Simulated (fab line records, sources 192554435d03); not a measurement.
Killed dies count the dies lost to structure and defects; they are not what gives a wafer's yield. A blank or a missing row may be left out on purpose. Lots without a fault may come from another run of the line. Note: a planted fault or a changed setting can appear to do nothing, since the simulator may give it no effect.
Comparing a struck lot with a sound one	flow n5-finfet	15 out of 1938 route steps
Sound: these wafers, L175.2, L175.3, L175.6. Wafers L178.3, L178.4, L178.5 were the ones struck. The cause is given at the end.
Each step with rows lists, per side, the tool, then ch with its chambers, then its first start. Under that, the readings that differ: sound wafers	struck wafers	difference of the means	sigmas: that difference in standard deviations of wafers without a fault.
alike: readings with means less than 2 such deviations apart, plus words and numbers identical on both sides. not compared: withheld readings, readings lacking a value on some wafer, bounds such as >300 that could conceal the same value, and numbers that have no deviation in the record and whose values overlap.
Wherever a step has rows on one side only, a row that says differs or no value, or a row with sigmas, the two part there. Numbers that have no deviation but don't overlap get no sigmas and don't part them. A reading that every wafer of one side lacks parts them only if that side has two wafers or more.

N5_BEOL_M13_PRE_CLEAN_42: time 30 s.
  sound: pvd-sputter-02 at day 12 15:50; struck: pvd-sputter-01 at day 14 00:50
  alike: heater-power-w, susceptor-temp-C
N5_BEOL_M13_SPUTTER_43: material TaN, target thk 15 nm, time 24.19 s.
  sound: pvd-sputter-02 at day 12 15:52; struck: pvd-sputter-01 at day 14 00:55
  alike: cathode-dc-power-W, susceptor-temp-C, throttle-valve-pct
N5_BEOL_M13_SPUTTER_44: material Ta, target thk 10 nm, time 16.13 s.
  sound: pvd-sputter-02 at day 12 15:57; struck: pvd-sputter-01 at day 14 01:05
  alike: cathode-dc-power-W, susceptor-temp-C, throttle-valve-pct
then, 2 steps without rows for these wafers: N5_BEOL_M13_SPUTTER_45 (material Cu, target thk 80 nm, time 13.33 s); N5_BEOL_M13_ECD_47 (material Cu, target thk 936 nm).
N5_BEOL_M13_ANNEAL_48: time 90 s.
  sound on rtp-anneal-01 ch 0, day 12 18:29; struck on rtp-anneal-01 ch 0, day 14 02:35
  alike: anneal-temp-c, wafer_temp_C_max
then, 1 step without rows for these wafers: N5_BEOL_M13_CMP_49 (polishes, stops on SiOC, t overpolish 17.1 s, target thk 420 nm).
N5_BEOL_M13_THK_MEAS_50: measures by xrf.
  sound: film-metro-02 at day 12 19:03; struck: film-metro-01 at day 14 03:05
  alike: M13_THK
then, 1 step without rows for these wafers: N5_BEOL_M13_PRE_CLEAN_52 (time 15 s).
N5_BEOL_M13_DEP_53: deposits SiCN from 3MS/NH3, target thk 50 nm, time 17.8 s.
  sound on pecvd-02 ch 0,1,2, day 12 19:07; struck on pecvd-02 ch 0,1, day 14 03:09
  alike: chamber-pressure-Torr, showerhead-plenum-p-Torr, showerhead-vpp-V, throttle-valve-pct
  not compared: since-wet-clean-h
N5_BEOL_M13_RS_MEAS_54: measurement is done with a four-point probe.
  sound: film-metro-01 at day 12 19:11; struck: film-metro-01 at day 14 03:13
  alike: M13_RS
N5_BEOL_M13_INSPECT_55: inspects for defects (darkfield).
  sound: defect-inspect-01 at day 12 19:13; struck: defect-inspect-01 at day 14 03:14
  alike: raw-defect-count
N5_BEOL_M14_ILD_DEP_00: deposits SiO2 from TEOS/O2, target thk 1119.3 nm, time 237.4 s.
  sound on pecvd-04 ch 1,2, day 12 19:14; struck on pecvd-03 ch 0,1,2, day 14 03:17
reading	sound	struck	difference	sigmas
showerhead-plenum-p-Torr (Torr)	8.287 8.312 8.287	8.358 8.385 8.353	+0.070	+2
susceptor-temp-C (C)	399.90 399.76 399.74	401.00 401.39 401.12	+1.37	+6
  alike: chamber-pressure-Torr, heater-power-w, showerhead-vpp-V, throttle-valve-pct
  not compared: since-wet-clean-h
N5_BEOL_M14_THK_MEAS_01:
  sound: film-metro-02 at day 12 19:26; struck: film-metro-02 at day 14 03:28
  alike: M14_ILD_THK
N5_PASSIVATION_PROBE_49:
  rows exist in the record for the sound wafers here (prober-02, day 14 04:13), none for the struck ones

== WHERE THEY PART ==
Earliest at N5_BEOL_M14_ILD_DEP_00; latest, in this record, at N5_PASSIVATION_PROBE_49.

WHY: what had been put in by the simulator
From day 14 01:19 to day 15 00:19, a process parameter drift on pecvd-03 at N5_BEOL_M14_ILD_DEP_00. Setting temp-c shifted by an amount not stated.
